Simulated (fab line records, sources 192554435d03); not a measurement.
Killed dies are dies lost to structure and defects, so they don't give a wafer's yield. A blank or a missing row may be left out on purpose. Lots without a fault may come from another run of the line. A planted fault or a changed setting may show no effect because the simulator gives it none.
fab line records | flow n5_finfet
record lots=7 wafers=20 last_day=18
route steps=1938 shown BEOL_M13@1673 BEOL_M15@1830 PASSIVATION@1936
lots that met no fault: from a run of the same line without faults
start_h: hours from the record's first day to the start of the lot's first wafer shown | wait_h: hours since the lot's step before | " the same as in the row above | L1.1+2: a row that stands for several wafers | - no value, or no start given | * or withheld: withheld | < > ~ a bound
route shown NAME@n: a module of which the file shows steps, and the number in the route of the first | usual: mean/standard deviation of fault-free wafers | same: alike in all rows | chamber/n: place in a boat | sites: the reading at each site | _std_site: their standard deviation | _edge_site: outer sites' mean less inner sites' | radius_mm: how far each site lies from the wafer's centre | mask NAME#n: copy n | behind: the tool/chamber that last shaped the wafer | hold: why the lot was held/for how many hours/how that ended | device: the transistor (n, p or np) that didn't switch | end of line: the same wafers' tests at the end of the route | a step without rows: its recipe alone | killed: dies lost to structure and defects at the first sort, not the wafer's yield | map: a wafer's dies, x killed, . not, _ none there
set.NAME: the setting as run; set.NAME@STEP: as run at that earlier step | model.NAME: the simulator's own value behind a step, which no gauge read
steps of the route over a sample of lots; a table a step, a row a wafer
services: from which hour (start_h, from the record's first day; less than 0 if before it) a tool's chamber was out of use, for how many hours, and why
## steps
# step N5_BEOL_M13_ETCH_59
# recipe chemistry=N2/H2 target=BARC target_depth_a=890 overetch_a=267 time_s=67.9 ion_energy_ev=200 pressure_mtorr=30 source_w=840 bias_w=150 n2_flow_sccm=200 h2_flow_sccm=200
# usual bias_w=150.0/0.42 drypump_motor_current_A=5.7/0.41 n2_flow_sccm=200.0/0.63 oes_product_au=0.66/0.068 rf_vpp_V=522.8/2.5 showerhead_plenum_p_Torr=2.50/0.087 throttle_valve_pct=17.98/0.26
# columns lot.wafer tool chamber start_h wait_h bias_w drypump_motor_current_A n2_flow_sccm oes_product_au rf_hours_counter_h rf_vpp_V showerhead_plenum_p_Torr throttle_valve_pct
L543.1 rie_diel-03 2 271.92 0.0 149.9 5.8 199.3 0.78 29 521.8 2.47 18.03
L543.6 " 3 " " 150.4 5.2 200.9 0.63 - 520.2 2.42 18.03
L550.1 rie_diel-01 1 322.14 0.0 150.2 5.3 199.7 0.62 198 519.8 2.42 18.20
L550.2 " 2 " " 150.1 6.1 199.8 0.61 200 526.9 2.63 17.71
L550.3 " 0 " " 150.7 6.4 200.2 0.61 218 521.6 2.50 17.68
L557.1 rie_diel-01 2 355.29 0.0 149.8 6.1 200.1 0.60 212 526.1 2.62 17.74
L557.3 " 0 " " 150.2 6.4 201.2 0.60 230 522.9 2.49 17.71
L557.6 " 0 " " 150.4 6.4 200.4 0.61 - 523.1 2.49 17.71
L560.1 rie_diel-01 3 367.54 0.0 150.1 6.1 199.8 0.82 2 529.3 2.71 18.06
L560.2 " 0 " " 150.3 6.4 199.9 0.60 235 522.5 2.49 17.72
L560.5 " 1 " " 150.0 5.3 200.6 0.61 - 520.0 2.41 18.25
L559.3 rie_diel-03 1 369.02 0.0 149.8 5.1 200.0 0.75 34 522.9 2.50 18.12
L559.4 " 1 " " 149.7 5.0 201.0 0.75 - 522.7 2.50 18.13
L559.5 " 2 " " 150.5 5.8 199.1 0.74 - 522.6 2.46 18.10
L562.1 rie_diel-01 0 371.21 0.0 150.2 6.4 200.6 0.60 237 523.8 2.49 17.73
L562.2 " 3 " " 150.7 6.1 200.6 0.81 4 528.7 2.71 18.08
L562.6 " 1 " " 150.2 5.3 200.3 0.62 - 520.0 2.41 18.24
L563.1 rie_diel-02 1 397.60 0.0 149.4 5.6 200.0 0.62 206 519.8 2.41 18.19
L563.3 " 0 " " 150.0 5.6 200.2 0.71 58 525.7 2.59 17.64
L563.5 " 3 " " 150.4 5.3 200.4 0.66 - 523.6 2.53 17.66
# step N5_BEOL_M13_INSPECT_30
# recipe mode=adi inspect_instrument=macro
# usual raw_defect_count=2.0/1.3
# columns lot.wafer tool chamber start_h wait_h raw_defect_count
L543.1 defect_inspect-02 - 272.80 0.0 2
L543.6 " - " " 2
L550.1 defect_inspect-01 - 323.14 0.0 2
L550.2 " - " " 4
L550.3 " - " " 2
L557.1 defect_inspect-01 - 356.17 0.0 2
L557.3 " - " " 1
L557.6 " - " " 1
L560.1 defect_inspect-01 - 368.42 0.0 1
L560.2 " - " " 5
L560.5 " - " " 1
L559.3 defect_inspect-02 - 369.90 0.0 5
L559.4 " - " " 3
L559.5 " - " " 1
L562.1 defect_inspect-01 - 372.21 0.0 0
L562.2 " - " " 1
L562.6 " - " " 3
L563.1 defect_inspect-01 - 398.47 0.0 2
L563.3 " - " " 1
L563.5 " - " " 1
# step N5_BEOL_M13_TRENCH_ETCH_34
# recipe chemistry=C4F8/O2/Ar target=SiOC target_depth_a=4134.7 mask_material=SOC pressure_mtorr=30 source_w=3000 bias_w=700 Ar_flow_sccm=400 C4F8_flow_sccm=15 O2_flow_sccm=8 he_inner_torr=15 he_outer_torr=30 time_s=162.6 ion_energy_ev=250
# usual bias_w=700.2/2.2 drypump_motor_current_A=5.7/0.44 he_inner_torr=15.00/0.031 oes_product_au=0.77/0.095 rf_vpp_V=665/3.4 showerhead_plenum_p_Torr=3.38/0.11 throttle_valve_pct=24.25/0.27
# columns lot.wafer tool chamber start_h wait_h bias_w drypump_motor_current_A he_inner_torr oes_product_au rf_hours_counter_h rf_vpp_V showerhead_plenum_p_Torr throttle_valve_pct
L543.1 rie_diel-03 0 273.30 0.0 700.5 5.4 14.99 0.72 221 668 3.50 24.46
L543.6 " 3 " " 700.5 5.2 15.06 0.73 - 661 3.27 24.39
L550.1 rie_diel-03 0 324.02 0.0 698.8 5.4 15.00 0.71 237 668 3.49 24.47
L550.2 " 1 " " 702.5 5.1 14.97 0.92 19 665 3.36 24.40
L550.3 " 3 " " 698.5 5.2 14.98 0.72 198 660 3.26 24.40
L557.1 rie_diel-03 3 356.83 0.0 701.1 5.2 15.02 0.71 207 662 3.26 24.42
L557.3 " 1 " " 699.6 5.1 14.97 0.90 29 663 3.35 24.41
L557.6 " 0 " " 701.4 5.4 14.99 0.69 - 668 3.49 24.49
L560.1 rie_diel-01 3 368.85 0.0 700.8 6.1 14.97 0.96 3 671 3.62 24.47
L560.2 " 1 " " 702.7 5.3 14.96 0.71 216 660 3.22 24.33
L560.5 " 0 " " 697.9 6.4 15.04 0.69 - 664 3.35 23.93
L559.3 rie_diel-03 2 371.01 0.0 701.4 5.9 15.06 0.88 58 663 3.28 24.21
L559.4 " 1 " " 701.6 5.1 15.03 0.90 - 664 3.35 24.42
L559.5 " 3 " " 697.7 5.2 14.99 0.70 - 661 3.25 24.43
L562.1 rie_diel-01 3 372.65 0.0 699.0 6.1 14.96 0.94 5 672 3.62 24.46
L562.2 " 1 " " 697.3 5.3 15.07 0.70 218 662 3.22 24.33
L562.6 " 3 " " 702.7 6.1 14.98 0.95 - 672 3.62 24.48
L563.1 rie_diel-01 2 398.93 0.0 697.7 6.1 14.96 0.68 229 667 3.48 23.84
L563.3 " 0 " " 700.0 6.4 15.00 0.68 246 664 3.34 23.95
L563.5 " 3 " " 699.0 6.0 15.00 0.91 - 672 3.61 24.48
# step N5_BEOL_M13_OCD_MEAS_35
# usual trench_depth_nm=410/9.9
# columns lot.wafer tool chamber start_h wait_h trench_depth_nm
L543.1 ocd-02 - 273.48 0.0 409
L543.6 " - " " 407
L550.1 ocd-01 - 324.20 0.0 411
L550.2 " - " " 428
L550.3 " - " " 407
L557.1 ocd-01 - 357.00 0.0 401
L557.3 " - " " 591
L557.6 " - " " 404
L560.1 ocd-02 - 369.03 0.0 412
L560.2 " - " " 408
L560.5 " - " " 402
L559.3 ocd-01 - 371.19 0.0 583
L559.4 " - " " 425
L559.5 " - " " 401
L562.1 ocd-01 - 372.82 0.0 410
L562.2 " - " " 406
L562.6 " - " " 413
L563.1 ocd-02 - 399.11 0.0 397
L563.3 " - " " 399
L563.5 " - " " 408
# step N5_BEOL_M13_ANNEAL_48
# recipe temp_c=225 time_s=90 ambient=N2
# usual wafer_temp_C_max=226.2/0.46
# columns lot.wafer tool chamber start_h wait_h wafer_temp_C_max
L543.1 rtp_anneal-01 0 275.36 0.9 225.7
L543.6 " 0 " " 225.6
L550.1 rtp_anneal-02 0 327.15 0.1 227.1
L550.2 " 0 " " 226.1
L550.3 " 0 " " 226.4
L557.1 rtp_anneal-01 0 361.23 0.1 226.0
L557.3 " 0 " " 225.6
L557.6 " 0 " " 225.6
L560.1 rtp_anneal-01 0 371.51 0.1 225.5
L560.2 " 0 " " 225.5
L560.5 " 0 " " 225.6
L562.1 rtp_anneal-01 0 374.47 0.1 226.3
L562.2 " 0 " " 225.6
L562.6 " 0 " " 225.9
L559.3 rtp_anneal-02 0 374.48 0.2 226.7
L559.4 " 0 " " 226.4
L559.5 " 0 " " 226.4
L563.1 rtp_anneal-01 0 401.39 0.1 226.1
L563.3 " 0 " " 226.0
L563.5 " 0 " " 226.1
# step N5_BEOL_M13_THK_MEAS_50
# recipe thk_meas_gauge=xrf reads=Cu_of_BEOL_M13_ECD_47
# usual M13_THK=416/11
# columns lot.wafer tool chamber start_h wait_h M13_THK[nm]
L543.1 film_metro-01 - 276.23 - 414
L543.6 " - " " 410
L550.1 film_metro-02 - 327.74 - 423
L550.2 " - " " 438
L550.3 " - " " 417
L557.1 film_metro-01 - 361.82 - 400
L557.3 " - " " 589
L557.6 " - " " 404
L560.1 film_metro-01 - 372.10 - 418
L560.2 " - " " 412
L560.5 " - " " 406
L559.3 film_metro-02 - 374.99 - 597
L559.4 " - " " 432
L559.5 " - " " 409
L562.1 film_metro-01 - 375.06 - 414
L562.2 " - " " 410
L562.6 " - " " 414
L563.1 film_metro-01 - 401.98 - 399
L563.3 " - " " 402
L563.5 " - " " 408
# step N5_BEOL_M13_RS_MEAS_54
# recipe thk_meas_gauge=four-point-probe reads=Cu_of_BEOL_M13_ECD_47+Ta_of_BEOL_M13_SPUTTER_44+TaN_of_BEOL_M13_SPUTTER_43
# usual M13_RS=0.0454/0.0011
# columns lot.wafer tool chamber start_h wait_h M13_RS[ohm/sq]
L543.1 film_metro-01 - 276.36 0.0 0.0455
L543.6 " - " " 0.0458
L550.1 film_metro-02 - 327.87 0.0 0.0453
L550.2 " - " " 0.0433
L550.3 " - " " 0.0459
L557.1 film_metro-02 - 361.95 0.0 0.0466
L557.3 " - " " 0.0314
L557.6 " - " " 0.0465
L560.1 film_metro-01 - 372.23 0.0 0.0450
L560.2 " - " " 0.0455
L560.5 " - " " 0.0462
L559.3 film_metro-02 - 375.11 0.1 0.0316
L559.4 " - " " 0.0441
L559.5 " - " " 0.0468
L562.1 film_metro-02 - 375.19 0.0 0.0452
L562.2 " - " " 0.0460
L562.6 " - " " 0.0451
L563.1 film_metro-01 - 402.11 0.0 0.0468
L563.3 " - " " 0.0466
L563.5 " - " " 0.0457
# step N5_BEOL_M15_RC_MEAS_101
# usual COMB_M10=1.5e-11/3.1e-12 COMB_M11=1.44e-11/2.9e-12 COMB_M12=6.5e-12/1.2e-12 COMB_M14=3.9e-12/7.5e-13 COMB_M15=2.8e-12/5.7e-13 COMB_M5=3.8e-11/8.1e-12 COMB_M6=2.8e-11/5e-12 COMB_M7=2.6e-11/5.2e-12 COMB_M8=2.6e-11/5.8e-12 COMB_M9=1.5e-11/3.1e-12 SERP_M10=3.12/0.087 SERP_M11=3.11/0.1 SERP_M12=0.635/0.017 SERP_M13=0.311/0.0094 SERP_M13_max_site=0.314/0.0095 SERP_M14=0.160/0.0042 SERP_M5=39.7/2.3 SERP_M5_max_site=41.2/2.4 SERP_M6=13.7/0.66 SERP_M7=14.1/0.85 SERP_M8=14.1/0.72 SERP_M9=3.07/0.11
# columns lot.wafer tool chamber start_h wait_h COMB_M10[S/m] COMB_M11[S/m] COMB_M12[S/m] COMB_M14[S/m] COMB_M15[S/m] COMB_M5[S/m] COMB_M6[S/m] COMB_M7[S/m] COMB_M8[S/m] COMB_M9[S/m] SERP_M10[ohm/um] SERP_M11[ohm/um] SERP_M12[ohm/um] SERP_M13[ohm/um] SERP_M13_max_site[ohm/um] SERP_M14[ohm/um] SERP_M5[ohm/um] SERP_M5_max_site[ohm/um] SERP_M6[ohm/um] SERP_M7[ohm/um] SERP_M8[ohm/um] SERP_M9[ohm/um]
L543.1 prober-02 0 290.34 0.0 1.4e-11 1.41e-11 7.8e-12 3.6e-12 2.1e-12 5.3e-11 2.4e-11 2.7e-11 2.7e-11 1.8e-11 3.04 2.99 0.638 0.308 0.310 0.165 35.7 37.0 13.8 13.3 13.5 3.01
L543.6 " 0 " " 1.5e-11 1.05e-11 8.6e-12 2.8e-12 3.2e-12 3.6e-11 2.6e-11 2.2e-11 3.7e-11 1.7e-11 3.10 3.14 0.657 0.316 0.319 0.157 36.3 36.8 13.6 14.8 14.1 2.91
L550.1 prober-02 0 342.58 0.0 1.4e-11 9.4e-12 5.1e-12 3.4e-12 2.6e-12 2.1e-11 2.9e-11 2.5e-11 3.6e-11 1.5e-11 3.08 2.99 0.647 0.309 0.311 0.158 37.0 39.9 13.3 13.4 14.6 3.05
L550.2 " 0 " " 1.5e-11 1.16e-11 5.7e-12 3.4e-12 3.4e-12 2.6e-11 2.6e-11 2e-11 2.9e-11 1.5e-11 3.20 3.24 0.608 0.301 0.301 0.157 39.1 40.3 13.1 13.9 14.9 3.13
L550.3 " 0 " " 1.7e-11 1.69e-11 5.3e-12 3.4e-12 1.9e-12 3.8e-11 1.8e-11 2.4e-11 2.8e-11 1.4e-11 3.02 2.88 0.607 0.314 0.318 0.163 40.7 42.5 13.4 13.8 13.7 3.12
L557.1 prober-02 0 372.97 0.0 1.2e-11 1.7e-11 7e-12 3.8e-12 2.8e-12 4e-11 2.5e-11 2.6e-11 2.4e-11 1.2e-11 3.21 3.04 0.643 0.317 0.322 0.162 38.4 42.0 13.6 13.0 13.4 3.14
L557.3 " 0 " " 1.6e-11 1.09e-11 6.6e-12 3.7e-12 3.3e-12 3.8e-11 2.4e-11 2.8e-11 2.6e-11 1.4e-11 3.10 3.07 0.665 0.214 0.215 0.163 34.1 35.2 13.2 13.6 14.0 2.96
L557.6 " 0 " " 1.5e-11 1.06e-11 7.6e-12 4e-12 2.8e-12 3.8e-11 2.5e-11 2.5e-11 2.4e-11 1.7e-11 3.22 3.18 0.646 0.321 0.325 0.160 40.6 41.5 14.2 13.4 13.8 3.06
L560.1 prober-02 0 384.96 0.0 2.2e-11 1.05e-11 6.3e-12 3.6e-12 3.6e-12 3.6e-11 2.8e-11 2.4e-11 2.3e-11 1.3e-11 3.03 3.19 0.629 0.309 0.312 0.162 39.8 40.9 12.6 14.2 13.4 3.12
L560.2 " 0 " " 2.2e-11 2.15e-11 7.9e-12 3.5e-12 2.6e-12 3.4e-11 3.1e-11 2.6e-11 3.8e-11 1.3e-11 3.33 3.33 0.661 0.308 0.310 0.161 41.6 45.1 14.0 13.0 13.1 3.04
L560.5 " 0 " " 1.6e-11 1.04e-11 7.3e-12 4.7e-12 3.8e-12 3.2e-11 3.1e-11 2.3e-11 2.1e-11 1.1e-11 3.02 3.04 0.634 0.318 0.321 0.163 42.2 43.7 14.0 14.6 13.6 3.09
L562.1 prober-01 0 391.58 0.0 1.6e-11 1.55e-11 6.1e-12 4.6e-12 3.6e-12 3.9e-11 2e-11 2.7e-11 2.7e-11 1.9e-11 3.23 3.29 0.582 0.310 0.314 0.158 38.6 39.0 12.3 14.4 14.0 3.28
L562.2 " 0 " " 1e-11 1.4e-11 6.2e-12 4.1e-12 3e-12 3.8e-11 3e-11 2.6e-11 2.6e-11 1.5e-11 3.10 3.03 0.616 0.321 0.325 0.158 35.4 36.6 14.1 13.7 14.4 3.10
L562.6 " 0 " " 1.2e-11 1.43e-11 5.6e-12 3.3e-12 2.2e-12 3.8e-11 2.1e-11 3e-11 3e-11 1.5e-11 3.03 2.99 0.621 0.309 0.312 0.162 38.9 41.0 13.0 14.0 15.0 3.13
L559.3 prober-02 0 391.61 0.3 1.4e-11 1.41e-11 6.8e-12 3.5e-12 2.9e-12 3.3e-11 2.4e-11 4.2e-11 2.1e-11 1.1e-11 3.07 3.14 0.648 0.214 0.216 0.169 43.2 44.2 13.6 13.5 13.1 3.18
L559.4 " 0 " " 1.1e-11 1.31e-11 7.6e-12 4.1e-12 3e-12 3.5e-11 3.1e-11 3.4e-11 1.6e-11 1.4e-11 2.96 3.20 0.644 0.294 0.297 0.161 39.7 41.0 13.8 13.5 13.8 3.13
L559.5 " 0 " " 1e-11 1.51e-11 8.1e-12 5.1e-12 3.2e-12 4.1e-11 2.6e-11 3.6e-11 1.8e-11 2.1e-11 3.24 3.25 0.651 0.316 0.320 0.167 43.3 45.4 13.4 16.6 14.0 3.22
L563.1 prober-01 0 413.36 0.0 1e-11 1.6e-11 6.2e-12 4.2e-12 3.6e-12 4e-11 2.4e-11 2.5e-11 2.8e-11 1.4e-11 3.08 3.17 0.657 0.324 0.328 0.157 35.7 37.3 13.2 14.1 14.5 3.26
L563.3 " 0 " " 1.5e-11 1.07e-11 5.8e-12 3.8e-12 3.8e-12 3e-11 3e-11 2.5e-11 3.3e-11 1.4e-11 3.19 3.08 0.631 0.318 0.321 0.157 40.8 42.6 13.9 15.2 13.7 2.93
L563.5 " 0 " " 1.5e-11 1.78e-11 7e-12 3.6e-12 2.9e-12 4.1e-11 3.4e-11 1.6e-11 2.9e-11 1.3e-11 3.27 3.02 0.654 0.317 0.320 0.158 35.5 36.8 14.1 13.1 14.6 3.00
# sites SERP_M13 radius_mm=0,75,75,75,75,140,140,140,140
L543.1 0.306 0.306 0.310 0.309 0.308 0.308 0.304 0.305 0.308
L550.1 0.309 0.311 0.307 0.310 0.310 0.308 0.305 0.309 0.309
L557.1 0.316 0.317 0.317 0.316 0.314 0.318 0.322 0.319 0.320
L560.1 0.310 0.309 0.309 0.312 0.310 0.309 0.307 0.306 0.309
L562.1 0.309 0.310 0.310 0.314 0.313 0.307 0.310 0.311 0.311
L559.3 0.215 0.215 0.212 0.216 0.214 0.214 0.214 0.216 0.211
L563.1 0.323 0.323 0.324 0.326 0.328 0.324 0.323 0.324 0.327
# step N5_PASSIVATION_PROBE_49
# usual defect_limited_yield=91.3/1.4 killed_at_M0_to_M3=33/9.9 killed_at_M4_up=15/5.6 killed_at_contacts=13/5.7 killed_at_front_end=38/12 killed_at_other=4/3.1 killed_dies=103/17 killed_open=66/13 killed_short=32/7.8 sort_bin_5_function=5.1/0.95 sort_bin_6_memory=3.2/0.68 sort_n_pass=1077/17 sort_yield_pct=91.3/1.5
# same gross_dies=1180 killed_at_back_side=0 sort_bin_4_leakage[%]=0 sort_bin_8_speed[%]=0
# columns lot.wafer tool chamber start_h wait_h defect_limited_yield[%] killed_at_M0_to_M3 killed_at_M4_up killed_at_contacts killed_at_front_end killed_at_other killed_dies killed_open killed_short sort_bin_5_function[%] sort_bin_6_memory[%] sort_n_pass sort_yield_pct[%]
L560.1 prober-02 - 399.95 0.0 92.8 14 11 5 50 5 85 42 31 3.6 2.9 1095 92.8
L560.2 prober-02 - 400.00 0.1 90.4 37 18 16 38 4 113 62 46 5.4 3.9 1067 90.4
L560.5 prober-02 - 400.15 0.2 91.9 25 13 18 33 6 95 61 30 4.7 3.0 1085 91.9
L563.1 prober-02 - 432.52 0.0 93.1 15 18 10 38 0 81 52 22 4.7 1.9 1099 93.1
L563.3 prober-02 - 432.62 0.1 91.5 38 15 7 37 3 100 61 34 5.3 2.9 1080 91.5
L563.5 prober-02 - 432.72 0.2 90.1 26 17 18 53 3 117 67 44 6.0 3.7 1063 90.1
# killed by level:class
L560.1 FIN_SAQP:geometric_particle:open=12 FIN_SAQP:geometric_particle:short=10 HKMG_FIN:area_etch=8 BEOL_M3:geometric_particle:open=6 MOL_CONTACT_COAG:geometric_particle:open=4 BEOL_M0_SAQP:geometric_particle:short=4 STARTING-WAFER:geometric_particle:short=4 DUMMY_GATE:geometric_particle:short=3
L560.2 MOL_CONTACT_COAG:geometric_particle:open=13 FIN_SAQP:geometric_particle:short=9 BEOL_M0_SAQP:geometric_particle:short=9 FIN_SAQP:geometric_particle:open=8 BEOL_M3:geometric_particle:open=8 GATE_CUT:geometric_particle:short=6 BEOL_M4:geometric_particle:open=6 BEOL_M0:geometric_particle:open=5
L560.5 MOL_CONTACT_COAG:geometric_particle:open=17 FIN_SAQP:geometric_particle:open=11 BEOL_M3:geometric_particle:open=9 GATE_CUT:geometric_particle:short=6 BEOL_M0_SAQP:geometric_particle:short=6 BEOL_M5:geometric_particle:open=6 FIN_SAQP:geometric_particle:short=5 STARTING-WAFER:geometric_particle:open=3
L563.1 FIN_SAQP:geometric_particle:open=12 BEOL_M0_SAQP:geometric_particle:open=7 BEOL_M4:geometric_particle:open=7 MOL_CONTACT_COAG:geometric_particle:open=6 BEOL_M5:geometric_particle:open=6 FIN_SAQP:geometric_particle:short=5 STI_FIN_REVEAL:geometric_particle:open=5 DUMMY_GATE:geometric_particle:open=5
L563.3 BEOL_M0_SAQP:geometric_particle:open=12 BEOL_M0_SAQP:geometric_particle:short=9 FIN_SAQP:geometric_particle:short=8 STI_FIN_REVEAL:geometric_particle:open=7 MOL_CONTACT_COAG:geometric_particle:open=7 DUMMY_GATE:geometric_particle:open=6 BEOL_M1:geometric_particle:open=6 FIN_SAQP:geometric_particle:open=5
L563.5 FIN_SAQP:geometric_particle:open=15 FIN_SAQP:geometric_particle:short=11 MOL_CONTACT_COAG:geometric_particle:open=10 STI_FIN_REVEAL:geometric_particle:open=8 BEOL_M0:geometric_particle:open=8 MOL_CONTACT_COAG:geometric_particle:short=7 BEOL_M4:geometric_particle:short=6 STARTING-WAFER:geometric_particle:short=6
## services
# columns tool chamber start_h hours kind
rie_diel-02 1 285.26 2.9 repair
rie_diel-02 2 311.15 15.1 repair
rie_diel-03 2 315.58 9.5 repair
rie_diel-01 3 344.62 - clean
rie_diel-01 3 344.62 - consumable_replace:focus_ring
rie_diel-01 3 344.62 - consumable_replace:showerhead
rie_diel-01 3 344.62 16.0 scheduled_down
rie_diel-01 3 344.62 16.0 vent_cycle
rie_diel-01 - 347.50 0.1 repair
rie_diel-02 - 355.65 15.6 pm
rie_diel-03 0 365.55 - clean
rie_diel-03 0 365.55 - consumable_replace:focus_ring
rie_diel-03 0 365.55 18.1 scheduled_down
rie_diel-03 0 365.55 18.1 vent_cycle
## key
first_sign step=N5_BEOL_M13_OCD_MEAS_35 reading=trench_depth_nm direction=up sigmas=18 usual=410 struck=587
effect step=N5_BEOL_M13_THK_MEAS_50 reading=M13_THK direction=up sigmas=17 usual=416 struck=593
effect step=N5_BEOL_M13_RS_MEAS_54 reading=M13_RS direction=down sigmas=13 usual=0.0454 struck=0.0315
effect step=N5_BEOL_M15_RC_MEAS_101 reading=SERP_M13 direction=down sigmas=10 usual=0.311 struck=0.214
met_at N5_BEOL_M13_TRENCH_ETCH_34
struck_lots L557,L559
struck_wafers L557.3,L559.3
baseline_loss step=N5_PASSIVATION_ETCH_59 wafers=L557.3
not_acting_at N5_BEOL_M13_ETCH_59,N5_BEOL_M13_INSPECT_30,N5_BEOL_M13_ANNEAL_48
onset_between 324.02 356.83
fault kind=process_parameter_drift tool=rie_diel-03 chamber=- onset_h=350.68 steps=N5_BEOL_M13_TRENCH_ETCH_34 channel=time_s offset=* shape=step end_h=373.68 scope=struck_wafers_only acts_in=* stated=*
# baseline_loss: these wafers lose ten dies or more at that step, a loss of the line's own and not of a fault; the sort's usual values leave them out
